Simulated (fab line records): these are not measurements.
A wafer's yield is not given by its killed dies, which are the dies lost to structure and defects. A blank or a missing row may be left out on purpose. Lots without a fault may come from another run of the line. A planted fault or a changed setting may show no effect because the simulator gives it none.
fab line records    flow n5_finfet    part 1 of 2: steps 1 to 18 of 31
record lots=5  wafers=15  last_day=19
route steps=1938 shown HKMG_FIN@454 GATE_CUT@465
lots with no fault: from the same line, run without faults
start_h: hours from the record's first day to the start of the lot's first wafer shown    wait_h: how many hours have passed since the lot's step before this one    " unchanged from the row above    L1.1+2: a row that stands for several wafers    - value missing, or start not given    * or withheld: withheld    < > ~ a bound
route shown NAME@n: names a module that has steps shown in the file, with the first one's number in the route    usual: the fault-free wafers' mean and standard deviation    same: alike in all rows    chamber/n: place in a boat    sites: per-site readings    _std_site: their standard deviation    _edge_site: outer sites' mean less inner sites'    radius_mm: for every site, how far away it sits from the centre of the wafer    mask NAME#n: copy n    behind: the most recent tool/chamber to have shaped the wafer    hold: cause of the lot's hold/its duration in hours/its outcome    device: whichever transistor did not switch (one of n, p or np)    end of line: tests run on the same wafers once the route is complete    where a step has no rows: the recipe by itself    killed: at the first sort, the dies lost to defects and structure; wafer yield is something else    map: the dies of a wafer, with x for killed, . for not killed, _ for no die there
set.NAME: setting as actually run; set.NAME@STEP: the setting as run at that earlier step    model.NAME: the simulator's own value behind a step, which no gauge read
certain route steps with their lots: each step a table, each wafer a row
services: when a tool's chamber went out of use (start_h, in hours from the record's first day, below 0 if earlier), for how many hours, and the reason
## steps
# step N5_HKMG_FIN_ETCHBACK_68
# recipe chemistry=Cl2/Ar  stop_on=HfO2  target_depth_a=5  pressure_mtorr=10  icp_w=600  bias_w=60  Cl2_flow_sccm=40  Ar_flow_sccm=60
# usual drypump_motor_current_A=5.7/0.51  mfc_ar_sccm=60.01/0.19  oes_product_au=0.75/0.13  throttle_valve_pct=21.04/0.28
lot.wafer  tool          chamber  start_h  wait_h  drypump_motor_current_A  mfc_ar_sccm  oes_product_au  rf_hours_counter_h  throttle_valve_pct
L074.3     rie_metal-03  0        76.62    0.1     6.7                      60.44        0.93            -                   20.32
L074.4     "             1        "        "       5.3                      60.27        0.59            -                   21.17
L074.5     "             0        "        "       6.7                      60.23        0.94            -                   20.32
L086.1     rie_metal-02  1        150.54   0.0     6.7                      60.37        0.70            88                  21.13
L086.5     "             1        "        "       6.7                      60.14        0.69            -                   21.14
L086.6     "             0        "        "       5.3                      59.88        0.98            -                   20.56
L094.1     rie_metal-03  0        201.86   0.0     6.7                      59.77        0.89            8                   20.32
L094.5     "             1        "        "       5.3                      60.12        1.00            -                   20.97
L094.6     "             0        "        "       6.7                      59.81        0.88            -                   20.34
L095.1     rie_metal-01  0        203.43   0.0     5.8                      59.93        0.67            86                  21.37
L095.2     "             1        "        "       5.4                      59.54        0.86            18                  20.91
L095.6     "             1        "        "       5.4                      59.40        0.86            -                   20.91
L096.1     rie_metal-02  0        211.47   0.0     5.3                      60.34        0.92            6                   20.58
L096.4     "             1        "        "       6.7                      60.10        0.68            -                   21.17
L096.6     "             0        "        "       5.3                      60.09        0.93            -                   20.57
# step N5_HKMG_FIN_STRIP_69
# recipe chemistry=N2/H2  power_w=2500  temp_c=300  h2_frac=0.65  time_s=360  pressure_mtorr=withheld  n2_flow_sccm=1750  h2_flow_sccm=3250
# usual drypump_motor_current_A=6.1/0.59  heater_power_w=476/37
lot.wafer  tool             chamber  start_h  wait_h  drypump_motor_current_A  heater_power_w  rf_hours_counter_h
L074.3     plasma_asher-01  1        76.84    0.2     6.6                      471             -
L074.4     "                0        "        "       5.3                      418             -
L074.5     "                0        "        "       5.3                      411             -
L086.1     plasma_asher-01  1        150.68   0.1     6.6                      466             46
L086.5     "                0        "        "       5.3                      415             -
L086.6     "                1        "        "       6.6                      463             -
L094.1     plasma_asher-02  0        202.00   0.1     5.7                      520             120
L094.5     "                1        "        "       6.7                      484             -
L094.6     "                0        "        "       5.7                      519             -
L095.1     plasma_asher-02  0        203.57   0.1     5.6                      519             120
L095.2     "                1        "        "       6.7                      494             120
L095.6     "                0        "        "       5.7                      520             -
L096.1     plasma_asher-02  1        211.61   0.1     6.7                      495             122
L096.4     "                1        "        "       6.7                      496             -
L096.6     "                1        "        "       6.7                      503             -
# step N5_HKMG_FIN_ALD_21
# recipe material=TiN  target_thk_a=15  temp_c=400  ald_precursor_family=TiCl4  ald_co_reactant=NH3  pulse_time_s=1  purge_time_s=3  co_reactant_purge_time_s=2  co_reactant_pulse_time_s=2  ald_cycles=68  pressure_torr=3
# usual heater_power_w=869/84  precursor_pulse_height_rel=0.997/0.02
# same co_reactant_pulse_time_s=2  co_reactant_purge_time_s=2  purge_time_s=3
lot.wafer  tool          chamber  start_h  wait_h  heater_power_w  precursor_pulse_height_rel
L074.3     ald_metal-04  0        77.10    0.1     762             0.960
L074.4     "             1        "        "       810             1.004
L074.5     "             2        "        "       907             0.989
L086.1     ald_metal-04  0        151.06   0.3     753             0.986
L086.5     "             0        "        "       761             1.019
L086.6     "             3        "        "       765             0.976
L094.1     ald_metal-03  2        202.39   0.3     903             1.013
L094.5     "             2        "        "       872             1.011
L094.6     "             1        "        "       914             1.013
L095.1     ald_metal-03  1        203.96   0.3     909             0.989
L095.2     "             2        "        "       881             0.964
L095.6     "             0        "        "       750             0.982
L096.1     ald_metal-02  2        211.99   0.3     980             0.995
L096.4     "             3        "        "       906             1.004
L096.6     "             1        "        "       900             0.976
# step N5_HKMG_FIN_ALD_72
# recipe material=W  target_thk_a=20  temp_c=300  pressure_torr=7.5  ald_precursor_family=WF6  ald_co_reactant=B2H6  pulse_time_s=1  purge_time_s=2  co_reactant_purge_time_s=2  co_reactant_pulse_time_s=3  ald_cycles=7
# usual heater_power_w=498/43  precursor_pulse_height_rel=0.997/0.02
# same co_reactant_pulse_time_s=3  co_reactant_purge_time_s=2  purge_time_s=2
lot.wafer  tool      chamber  start_h  wait_h  heater_power_w  precursor_pulse_height_rel
L074.3     cvd_w-01  0        77.49    0.2     469             1.007
L074.4     "         1        "        "       470             0.999
L074.5     "         0        "        "       481             1.003
L086.1     cvd_w-02  1        151.43   0.2     577             0.992
L086.5     "         1        "        "       570             0.995
L086.6     "         0        "        "       500             1.008
L094.1     cvd_w-01  1        202.76   0.2     468             1.015
L094.5     "         1        "        "       468             0.987
L094.6     "         0        "        "       485             0.944
L095.1     cvd_w-02  0        204.33   0.2     486             0.985
L095.2     "         1        "        "       554             1.031
L095.6     "         0        "        "       483             0.969
L096.1     cvd_w-02  1        212.36   0.2     583             1.032
L096.4     "         0        "        "       500             1.011
L096.6     "         0        "        "       491             1.002
# step N5_HKMG_FIN_W_FILL_22
# recipe material=W  target_thk_a=600  temp_c=400  pressure_torr=39.4  time_s=18.2
# usual heater_power_w=891/80  throttle_valve_pct=19.3/0.6
lot.wafer  tool      chamber  start_h  wait_h  heater_power_w  throttle_valve_pct
L074.3     cvd_w-01  0        77.54    0.0     853             18.4
L074.4     "         1        "        "       839             19.0
L074.5     "         0        "        "       859             18.5
L086.1     cvd_w-02  1        151.49   0.0     1004            19.9
L086.5     "         1        "        "       1029            20.1
L086.6     "         0        "        "       861             20.0
L094.1     cvd_w-01  1        202.82   0.0     846             19.3
L094.5     "         1        "        "       828             19.4
L094.6     "         0        "        "       862             18.5
L095.1     cvd_w-02  0        204.39   0.0     850             19.9
L095.2     "         1        "        "       1026            20.0
L095.6     "         0        "        "       863             19.9
L096.1     cvd_w-02  1        212.42   0.0     1027            20.1
L096.4     "         0        "        "       909             19.9
L096.6     "         0        "        "       869             19.9
# step N5_HKMG_FIN_PRECLEAN_83
# recipe chemistry=DIW  time_s=57.5  temp_c=23
lot.wafer   tool          chamber  start_h  wait_h
L074.3+4+5  wet_bench-06  6,1,0    77.59    0.0
L086.1+5+6  wet_bench-05  2,7,5    151.55   0.0
L094.1+5+6  wet_bench-06  6,4,7    202.88   0.0
L095.1+2+6  wet_bench-01  1,7,6    204.45   0.0
L096.1+4+6  wet_bench-01  2,3,7    212.47   0.0
# step N5_HKMG_FIN_SRD_84
# recipe dry_time_s=32  dry=n2_spin  spin_rpm=1500
lot.wafer   tool          chamber  start_h  wait_h
L074.3+4+5  wet_bench-06  6,1,0    77.60    0.0
L086.1+5+6  wet_bench-05  2,7,5    151.56   0.0
L094.1+5+6  wet_bench-06  6,4,7    202.90   0.0
L095.1+2+6  wet_bench-01  1,7,6    204.47   0.0
L096.1+4+6  wet_bench-01  2,3,7    212.49   0.0
# step N5_HKMG_FIN_CMP_23
# recipe stop_on=SiNx  t_overpolish_s=10  post_cmp_clean=rinse_only  down_force_psi=4  platen_rpm=50.289  pad_velocity_m_s=1.0006  target_thk_nm=46.326
# usual motor_current_A=11.8/1.1  overpolish_run_s=10.00/0.048  slurry_flow_ml_min=149.9/0.43  time_to_endpoint_s=13.2/2.7
lot.wafer  tool    chamber  start_h  wait_h  motor_current_A  overpolish_run_s  slurry_flow_ml_min  time_to_endpoint_s
L074.3     cmp-03  1        77.72    0.1     13.0             10.00             149.7               13.2
L074.4     "       3        "        "       10.6             10.00             149.7               13.2
L074.5     "       1        "        "       13.0             10.00             150.9               18.0
L086.1     cmp-01  1        151.68   0.1     10.9             10.01             150.1               16.7
L086.5     "       0        "        "       12.5             10.01             149.4               9.5
L086.6     "       1        "        "       11.2             10.01             150.5               16.5
L094.1     cmp-03  0        203.01   0.1     11.8             9.99              150.3               16.4
L094.6     "       3        "        "       10.7             10.00             150.2               15.1
L094.5     "       0        "        "       11.4             10.01             149.8               16.5
L095.2     cmp-01  3        204.50   0.0     11.9             10.01             150.3               10.5
L095.1     "       0        "        "       13.4             10.00             149.9               7.5
L095.6     "       0        "        "       12.7             9.99              150.5               11.5
L096.4     cmp-03  1        212.61   0.1     11.9             10.01             149.5               14.4
L096.1     "       3        "        "       10.9             9.99              150.0               12.2
L096.6     "       0        "        "       11.7             10.00             150.3               15.4
# step N5_HKMG_FIN_CMP_94
# recipe stop_on=SiNx  post_cmp_clean=w_dilute_nh4oh  t_overpolish_s=4.7  down_force_psi=4  platen_rpm=50.289  pad_velocity_m_s=1.0006  target_thk_nm=43.299
# usual motor_current_A=11.8/1.1  slurry_flow_ml_min=150.1/0.49
lot.wafer  tool    chamber  start_h  wait_h  motor_current_A  slurry_flow_ml_min
L074.3     cmp-03  1        78.15    0.3     12.8             149.2
L074.4     "       3        "        "       11.0             150.5
L074.5     "       1        "        "       12.7             149.9
L086.1     cmp-01  1        152.11   0.3     10.5             149.7
L086.5     "       0        "        "       13.3             150.0
L086.6     "       1        "        "       11.3             149.8
L094.1     cmp-03  0        203.44   0.3     11.9             150.2
L094.6     "       3        "        "       11.1             149.9
L094.5     "       0        "        "       12.0             151.5
L095.2     cmp-01  3        204.98   0.4     11.6             149.5
L095.1     "       0        "        "       13.6             149.8
L095.6     "       0        "        "       13.3             149.5
L096.4     cmp-03  1        213.04   0.3     12.7             149.6
L096.1     "       3        "        "       11.1             150.3
L096.6     "       0        "        "       11.8             150.8
# step N5_HKMG_FIN_INSPECT_28
# recipe inspect_instrument=darkfield  mode=post_cmp
# usual raw_defect_count=40/18
lot.wafer  tool               chamber  start_h  wait_h  raw_defect_count
L074.3     defect_inspect-01  -        78.35    0.0     52
L074.4     "                  -        "        "       47
L074.5     "                  -        "        "       20
L086.1     defect_inspect-02  -        152.31   0.0     63
L086.5     "                  -        "        "       25
L086.6     "                  -        "        "       42
L094.1     defect_inspect-01  -        203.64   0.0     35
L094.5     "                  -        "        "       47
L094.6     "                  -        "        "       22
L095.1     defect_inspect-01  -        205.21   0.0     37
L095.2     "                  -        "        "       87
L095.6     "                  -        "        "       40
L096.1     defect_inspect-01  -        213.24   0.0     61
L096.4     "                  -        "        "       70
L096.6     "                  -        "        "       57
# step N5_GATE_CUT_ETCHBACK_00
# recipe chemistry=SF6/Cl2  target=W  pressure_mtorr=8  icp_w=900  bias_w=80  SF6_flow_sccm=40  Cl2_flow_sccm=60
# usual drypump_motor_current_A=5.8/0.55  oes_product_au=0.78/0.13  throttle_valve_pct=27.8/0.39
lot.wafer  tool          chamber  start_h  wait_h  drypump_motor_current_A  oes_product_au  rf_hours_counter_h  throttle_valve_pct
L074.3     rie_metal-01  1        78.42    0.1     5.4                      0.92            -                   27.7
L074.4     "             0        "        "       5.9                      0.70            -                   28.2
L074.5     "             1        "        "       5.4                      0.91            -                   27.7
L086.1     rie_metal-01  1        152.34   0.0     5.4                      0.88            14                  27.7
L086.5     "             0        "        "       5.9                      0.69            -                   28.2
L086.6     "             1        "        "       5.4                      0.88            -                   27.7
L094.1     rie_metal-03  0        203.67   0.0     6.7                      0.90            8                   26.8
L094.5     "             0        "        "       6.7                      0.90            -                   26.8
L094.6     "             1        "        "       5.3                      1.00            -                   27.8
L095.1     rie_metal-03  1        205.25   0.0     5.3                      0.99            1                   27.8
L095.2     "             0        "        "       6.7                      0.90            9                   26.8
L095.6     "             0        "        "       6.8                      0.89            -                   26.8
L096.1     rie_metal-02  1        213.27   0.0     6.7                      0.69            94                  27.8
L096.4     "             1        "        "       6.7                      0.68            -                   27.8
L096.6     "             1        "        "       6.7                      0.67            -                   27.8
# step N5_GATE_CUT_ETCH_56
# recipe chemistry=Cl2/Ar  target=TiN  target_depth_a=216  pressure_mtorr=10  icp_w=600  bias_w=60  Cl2_flow_sccm=40  Ar_flow_sccm=60
# usual drypump_motor_current_A=5.8/0.55  mfc_ar_sccm=59.99/0.18  oes_product_au=0.78/0.13  throttle_valve_pct=21.02/0.29
lot.wafer  tool          chamber  start_h  wait_h  drypump_motor_current_A  mfc_ar_sccm  oes_product_au  rf_hours_counter_h  throttle_valve_pct
L074.3     rie_metal-01  1        78.53    0.1     5.4                      60.02        0.91            -                   20.90
L074.4     "             0        "        "       5.9                      59.74        0.70            -                   21.34
L074.5     "             1        "        "       5.4                      59.77        0.91            -                   20.90
L086.1     rie_metal-01  1        152.46   0.1     5.4                      60.11        0.87            14                  20.89
L086.5     "             0        "        "       5.9                      59.90        0.68            -                   21.36
L086.6     "             1        "        "       5.4                      60.35        0.88            -                   20.92
L094.1     rie_metal-03  0        203.79   0.1     6.7                      59.70        0.90            8                   20.31
L094.5     "             0        "        "       6.8                      59.83        0.91            -                   20.30
L094.6     "             1        "        "       5.3                      60.18        1.00            -                   20.90
L095.1     rie_metal-03  1        205.37   0.1     5.3                      60.35        1.01            1                   20.92
L095.2     "             0        "        "       6.8                      59.76        0.92            9                   20.30
L095.6     "             0        "        "       6.8                      60.14        0.90            -                   20.30
L096.1     rie_metal-02  1        213.39   0.1     6.7                      60.03        0.69            94                  21.15
L096.4     "             1        "        "       6.7                      60.04        0.69            -                   21.16
L096.6     "             1        "        "       6.7                      60.16        0.69            -                   21.16
# step N5_GATE_CUT_ETCHBACK_30
# recipe chemistry=Cl2/Ar  target=TiN  target_depth_a=30  mode=isotropic  pressure_mtorr=10  icp_w=600  bias_w=60  Cl2_flow_sccm=40  Ar_flow_sccm=60
# usual drypump_motor_current_A=5.8/0.55  mfc_ar_sccm=60.00/0.2  oes_product_au=0.78/0.13  throttle_valve_pct=21.02/0.29
lot.wafer  tool          chamber  start_h  wait_h  drypump_motor_current_A  mfc_ar_sccm  oes_product_au  rf_hours_counter_h  throttle_valve_pct
L074.3     rie_metal-01  1        78.60    0.0     5.4                      59.96        0.90            -                   20.89
L074.4     "             0        "        "       5.9                      59.82        0.69            -                   21.35
L074.5     "             1        "        "       5.4                      60.03        0.90            -                   20.89
L086.1     rie_metal-01  1        152.55   0.1     5.4                      60.18        0.87            14                  20.91
L086.5     "             0        "        "       5.8                      59.91        0.69            -                   21.34
L086.6     "             1        "        "       5.4                      59.85        0.86            -                   20.91
L094.1     rie_metal-03  0        203.88   0.1     6.7                      60.14        0.90            8                   20.33
L094.5     "             0        "        "       6.8                      60.12        0.89            -                   20.32
L094.6     "             1        "        "       5.3                      59.68        1.01            -                   20.91
L095.1     rie_metal-03  1        205.46   0.1     5.3                      59.99        1.00            1                   20.91
L095.2     "             0        "        "       6.8                      59.99        0.90            9                   20.32
L095.6     "             0        "        "       6.8                      60.15        0.91            -                   20.31
L096.1     rie_metal-02  1        213.48   0.1     6.7                      59.93        0.69            94                  21.15
L096.4     "             1        "        "       6.7                      60.04        0.69            -                   21.15
L096.6     "             1        "        "       6.7                      60.18        0.69            -                   21.14
# step N5_GATE_CUT_VAPOR_ETCH_60
# recipe chemistry=BCl3/Cl2  target=HfO2  mode=isotropic
# usual drypump_motor_current_A=5.8/0.55  oes_product_au=0.78/0.13
lot.wafer  tool          chamber  start_h  wait_h  drypump_motor_current_A  oes_product_au
L074.3     rie_metal-01  1        78.63    0.0     5.4                      0.91
L074.4     "             0        "        "       5.9                      0.71
L074.5     "             1        "        "       5.4                      0.92
L086.1     rie_metal-01  1        152.58   0.0     5.4                      0.89
L086.5     "             0        "        "       5.8                      0.69
L086.6     "             1        "        "       5.4                      0.89
L094.1     rie_metal-03  0        203.91   0.0     6.8                      0.90
L094.5     "             0        "        "       6.8                      0.89
L094.6     "             1        "        "       5.3                      1.00
L095.1     rie_metal-03  1        205.49   0.0     5.3                      1.00
L095.2     "             0        "        "       6.7                      0.90
L095.6     "             0        "        "       6.7                      0.90
L096.1     rie_metal-02  1        213.51   0.0     6.7                      0.67
L096.4     "             1        "        "       6.7                      0.68
L096.6     "             1        "        "       6.7                      0.67
# step N5_GATE_CUT_ETCH_58
# recipe chemistry=CH3F/O2  target=SiNx  target_depth_a=170  time_s=128.6  ion_energy_ev=50  pressure_mtorr=30  source_w=415  bias_w=21  Ar_flow_sccm=150  CH3F_flow_sccm=30  O2_flow_sccm=20
# usual drypump_motor_current_A=6.0/0.55  mfc_ar_sccm=150.0/0.44  oes_product_au=0.76/0.071  rf_vpp_V=99.0/0.94  showerhead_plenum_p_Torr=1.98/0.06  throttle_valve_pct=16.35/0.24
lot.wafer  tool         chamber  start_h  wait_h  drypump_motor_current_A  mfc_ar_sccm  oes_product_au  rf_hours_counter_h  rf_vpp_V  showerhead_plenum_p_Torr  throttle_valve_pct
L074.3     rie_diel-02  3        78.67    0.0     6.5                      150.6        0.81            80                  98.8      1.92                      16.34
L074.4     "            0        "        "       6.6                      149.2        0.77            121                 100.3     2.01                      16.54
L074.5     "            1        "        "       5.7                      149.8        0.73            -                   101.2     2.08                      16.26
L086.1     rie_diel-06  0        152.64   0.0     6.5                      150.2        0.92            24                  98.8      2.05                      16.04
L086.5     "            2        "        "       6.7                      150.2        0.72            -                   98.3      1.91                      16.55
L086.6     "            1        "        "       5.8                      150.7        0.76            -                   98.8      1.92                      16.01
L094.1     rie_diel-05  2        204.17   0.3     6.8                      150.4        0.70            236                 100.5     1.98                      16.35
L094.5     "            3        "        "       5.2                      149.4        0.73            -                   99.7      2.00                      16.47
L094.6     "            0        "        "       5.9                      149.5        0.92            -                   100.0     2.04                      15.80
L095.1     rie_diel-05  1        205.54   0.0     5.7                      150.4        0.70            211                 98.6      1.91                      16.66
L095.2     "            2        "        "       6.8                      150.2        0.70            237                 99.3      1.98                      16.36
L095.6     "            2        "        "       6.8                      150.4        0.70            -                   98.1      1.98                      16.34
L096.1     rie_diel-06  2        213.75   0.2     6.7                      150.0        0.71            226                 98.7      1.90                      16.59
L096.4     "            3        "        "       5.6                      149.9        0.74            178                 100.4     2.08                      16.53
L096.6     "            1        "        "       5.7                      150.5        0.75            -                   98.3      1.91                      16.06
# step N5_GATE_CUT_STRIP_59
# recipe chemistry=N2/H2  time_s=20  power_w=100  temp_c=40  pressure_mtorr=100  rf_frequency_hz=6e+07  bias_power_w=3  n2_flow_sccm=300  h2_flow_sccm=300
# usual bias_power_w=3.001/0.009  drypump_motor_current_A=6.0/0.55  oes_product_au=0.76/0.074  rf_vpp_V=45.2/0.83  showerhead_plenum_p_Torr=3.35/0.093  throttle_valve_pct=12.27/0.22
lot.wafer  tool         chamber  start_h  wait_h  bias_power_w  drypump_motor_current_A  oes_product_au  rf_hours_counter_h  rf_vpp_V  showerhead_plenum_p_Torr  throttle_valve_pct
L074.3     rie_diel-02  3        78.77    0.1     3.002         6.6                      0.82            80                  46.9      3.28                      12.33
L074.4     "            0        "        "       2.997         6.6                      0.76            121                 45.1      3.40                      12.39
L074.5     "            1        "        "       2.998         5.7                      0.73            -                   45.8      3.51                      12.25
L086.1     rie_diel-06  0        152.74   0.1     3.012         6.5                      0.93            24                  45.3      3.44                      11.92
L086.5     "            2        "        "       2.988         6.7                      0.71            -                   45.7      3.21                      12.44
L086.6     "            1        "        "       3.008         5.8                      0.77            -                   44.1      3.27                      12.06
L094.1     rie_diel-05  2        204.28   0.1     2.999         6.7                      0.71            236                 44.8      3.35                      12.34
L094.5     "            3        "        "       2.999         5.2                      0.73            -                   46.0      3.34                      12.36
L094.6     "            0        "        "       2.985         6.0                      0.93            -                   45.7      3.45                      11.71
L095.1     rie_diel-05  1        205.64   0.1     3.004         5.8                      0.69            211                 45.5      3.23                      12.62
L095.2     "            2        "        "       2.996         6.8                      0.70            237                 44.6      3.35                      12.31
L095.6     "            2        "        "       3.011         6.7                      0.71            -                   45.2      3.35                      12.34
L096.1     rie_diel-06  2        213.85   0.1     2.991         6.7                      0.69            226                 45.5      3.21                      12.47
L096.4     "            3        "        "       2.991         5.6                      0.71            178                 44.8      3.49                      12.36
L096.6     "            1        "        "       3.000         5.8                      0.76            -                   45.9      3.26                      12.11
# step N5_GATE_CUT_PRECLEAN_31
# recipe temp_c=23  chemistry=DIW  time_s=300
lot.wafer   tool          chamber  start_h  wait_h
L074.3+4+5  wet_bench-03  0,7,1    78.86    0.1
L086.1+5+6  wet_bench-03  2,6,5    152.82   0.1
L094.1+5+6  wet_bench-03  7,1,2    204.36   0.1
L095.1+2+6  wet_bench-02  4,3,7    205.72   0.1
L096.1+4+6  wet_bench-02  0,7,1    213.93   0.1
# step N5_GATE_CUT_SRD_32
# recipe time_s=30  temp_c=23  rinse_liquid=diw  dry=ipa_marangoni
lot.wafer   tool          chamber  start_h  wait_h
L074.3+4+5  wet_bench-03  0,7,1    78.94    0.0
L086.1+5+6  wet_bench-03  2,6,5    152.91   0.0
L094.1+5+6  wet_bench-03  7,1,2    204.53   0.0
L095.1+2+6  wet_bench-02  4,3,7    205.81   0.0
L096.1+4+6  wet_bench-02  0,7,1    214.02   0.0
